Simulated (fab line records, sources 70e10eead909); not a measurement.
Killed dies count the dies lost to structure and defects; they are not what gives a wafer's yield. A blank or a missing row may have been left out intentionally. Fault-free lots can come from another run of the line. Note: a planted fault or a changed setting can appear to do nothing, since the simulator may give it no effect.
Chamber matching	flow nand-harc	pecvd-04 running NHARC_P_M1_PRE_CLEAN_32: 3 sister chambers
The step time 12 s. 3 wafers are shown with their chamber, then 8 later ones without.

WAFERS WITH THEIR CHAMBER
wafer	chamber	heater-power-w (W)
L084.1	1	598
L084.2	0	577
L084.3	2	666

WAFERS MISSING THEIR CHAMBER
wafer	heater-power-w (W)
L084.4	577
L084.5	584
L095.1	632
L095.2	707
L095.5	506
L097.1	683
L097.2	674
L097.4	681

CHAMBER TAKEN BY EACH
wafer	from the rows above	in truth
L084.4	can't be placed: 0 or 1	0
L084.5	can't be placed: 0 or 1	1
L095.1	can't be placed: 1 or 2 or 0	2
L095.2	2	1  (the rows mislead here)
L095.5	can't be placed: 0 or 1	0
L097.1	2	2
L097.2	2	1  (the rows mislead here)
L097.4	2	2
2 of 8 placed correctly. Unplaceable from these rows: 4, with the true chamber sitting among the candidates in 4. Wrongly placed: 2.
How it was worked out, from the rows above alone: a wafer's distance from a chamber is the root of the sum, over the readings, of the square of ((its reading less the chamber's mean) divided by the reading's scatter). The wafer belongs to the nearest chamber; if the next one is less than 2 further off, it can't be placed. The mean given for a chamber averages the wafers shown for that chamber. The scatter: root of mean squared gap, hidden wafer to nearest shown wafer, with one shown wafer a chamber.
